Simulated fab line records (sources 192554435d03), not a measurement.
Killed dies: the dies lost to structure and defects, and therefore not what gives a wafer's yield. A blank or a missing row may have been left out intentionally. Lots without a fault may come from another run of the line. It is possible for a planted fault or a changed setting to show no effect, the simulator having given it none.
Split-lot trial	flow n5 finfet	7 lots, 21 wafers read, on a route of 1938 steps

== ABOUT THE SPLIT ==
At N5_BEOL_M1_TRENCH_ETCH_37 (etches SiOC in C4F6/O2, target depth 55.207 nm, time 29 s), the setting bias w was moved away from the recipe's 185 W on 11 of the 21 wafers read, by -17.6% to +17.7%. All remaining wafers had this setting at the recipe value.

The split's own step is where the reading is taken.

== THE READING ==
rf vpp V, in V, at N5_BEOL_M1_TRENCH_ETCH_37 (etches SiOC in C4F6/O2, target depth 55.207 nm, time 29 s). Fault-free wafers of this fab line usually give 667 V, standard deviation 13 V.

wafer	tool, chamber at the split	bias w as run, W	against the recipe	rf vpp V, V	against lot-mates on the recipe
L077.1	rie diel-01, 0	158.1	-14.5%	594	-86
L077.2	rie diel-01, 3	158.1	-14.5%	590	-90
L077.4	rie diel-01, 2	185	recipe	680	-
L079.2	rie diel-01, 2	199.3	+7.7%	721	+39
L079.3	rie diel-01, 0	199.3	+7.7%	713	+31
L079.4	rie diel-01, 1	185	recipe	682	-
L078.2	rie diel-01, 0	194.2	+5.0%	699	+31
L078.3	rie diel-01, 1	194.2	+5.0%	708	+40
L078.6	rie diel-01, 3	185	recipe	668	-
L087.1	rie diel-02, 0	185	recipe	676	-
L087.2	rie diel-02, 3	185	recipe	642	-
L087.6	rie diel-02, 1	185	recipe	658	-
L090.1	rie diel-02, 3	217.7	+17.7%	729	+41
L090.5	rie diel-02, 3	217.7	+17.7%	729	+41
L090.6	rie diel-02, 2	185	recipe	688	-
L092.1	rie diel-06, 3	172.9	-6.5%	614	-43
L092.5	rie diel-06, 1	172.9	-6.5%	629	-28
L092.6	rie diel-06, 2	185	recipe	657	-
L095.3	rie diel-01, 3	152.4	-17.6%	572	-102
L095.4	rie diel-01, 3	185	recipe	669	-
L095.5	rie diel-01, 2	185	recipe	680	-

THE FIT
A straight line over all 21 wafers: rf vpp V changes by +4.82 V for each +1% of bias w; r = +0.95; the points scatter about the line by 15 V.
The same after taking each lot's own level away (the mean of its wafers on the recipe; 21 wafers): +4.45 V for each +1%; r = +0.93; scatter 16 V.
Per that fit: largest bias w move, reading shift of 79 V.
Across the lots, their own levels run from 657.0 to 688.0 V, a range of 2.4 times the standard deviation given above.
Consequently the slope shifts little with the lot-to-lot level, the two slopes agreeing.
Check: for one of the wafers moved furthest among these (+17.7%), held out of the fit, the line's prediction against its lot-mates is +82.4 V. Against them it came out at +41 V.
Tool readings at the split's step, against how far the setting was moved: rf vpp V r = +0.95.

== THESE WAFERS: OTHER SPLITS ==
Before the reading, these wafers also passed through other splits. Each is held against what the fit with the lots' levels taken away leaves over:
other split on the same wafers	wafers away from the commonest value	r with rf vpp V (lot level and that fit taken away)
N5_MOL_CONTACT_COAG_COAT_103 spin rpm	6	+0.36
N5_MOL_CONTACT_COAG_ALD_27 time s	11	+0.14
N5_MOL_CONTACT_COAG_CVD_140 target thk a	13	-0.26
N5_BEOL_M0_ETCH_138 source w	6	+0.25
N5_BEOL_M0_ETCH_109 bias w	7	-0.19
N5_BEOL_M1_VIA_ETCH_34 bias w	8	+0.25

== FILE'S OWN FIT ==
rf vpp V changes by +4.66 V for each +1% of bias w, r = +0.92.
